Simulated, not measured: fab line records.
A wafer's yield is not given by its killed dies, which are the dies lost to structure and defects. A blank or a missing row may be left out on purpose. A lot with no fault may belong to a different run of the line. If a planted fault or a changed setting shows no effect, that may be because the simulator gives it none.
Chamber matching	flow nandHarc	NHARC_P_BONDPAD_CMP_32 on cmp-03: 4 sister chambers
The step polishes SiCN, target thk 200 nm. 18 wafers are shown with their chamber, then 9 later ones without.

EACH WAFER AND ITS CHAMBER
wafer	chamber	motorCurrentA (A)	slurryFilterDpKPa (kPa)
L080.2	2	12.5	13.50
L080.3	1	11.7	13.52
L080.4	3	13.2	13.46
L081.1	2	13.4	13.61
L081.5	1	12.6	13.49
L081.6	2	13.2	13.54
L083.1	3	13.0	13.41
L083.3	0	13.9	13.47
L083.5	0	13.3	13.51
L084.2	0	12.6	13.59
L084.3	2	13.0	13.69
L084.4	1	11.9	13.67
L087.1	2	14.0	13.32
L087.2	1	12.3	13.47
L087.4	3	12.8	13.42
L085.2	2	13.1	13.39
L085.3	3	13.4	13.62
L085.5	1	12.1	13.58

SIGNATURES, as means of the wafers listed above
reading	chamber 0	chamber 1	chamber 2	chamber 3	scatter within a chamber
motorCurrentA	13.267	12.120	13.200	13.100	0.444
slurryFilterDpKPa	13.5233	13.5460	13.5083	13.4775	0.106
Rule: a wafer lies at a distance from a chamber equal to the root of the sum of squares, over the readings, of (its reading less the chamber's mean, divided by the reading's scatter). The wafer belongs to the nearest chamber; if the next one is less than 2 further off, it can't be placed. The scatter is the square root of a quotient: the sum, over the shown wafers, of each reading's squared deviation from its chamber's mean, divided by wafers minus chambers.

WAFERS WITHOUT THEIR CHAMBER
wafer	motorCurrentA (A)	slurryFilterDpKPa (kPa)
L088.1	13.0	13.55
L088.2	13.0	13.45
L088.4	13.2	13.36
L091.3	13.5	13.46
L091.5	13.4	13.52
L091.6	12.7	13.41
L095.3	12.9	13.34
L095.5	12.2	13.19
L095.6	13.5	13.52

EACH ONE'S CHAMBER
wafer	from the rows above	in truth
L088.1	can't be placed: 2 or 0 or 3 or 1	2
L088.2	can't be placed: 3 or 2 or 0 or 1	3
L088.4	can't be placed: 3 or 2 or 0 or 1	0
L091.3	can't be placed: 0 or 2 or 3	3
L091.5	can't be placed: 0 or 2 or 3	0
L091.6	can't be placed: 3 or 2 or 0 or 1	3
L095.3	can't be placed: 3 or 2 or 0 or 1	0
L095.5	can't be placed: 1 or 3 or 2 or 0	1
L095.6	can't be placed: 0 or 2 or 3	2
Correct placement for 0 of the 9. From these rows, 9 cannot be placed; in 9 the true chamber is one of the candidates. Number placed wrongly: 0.
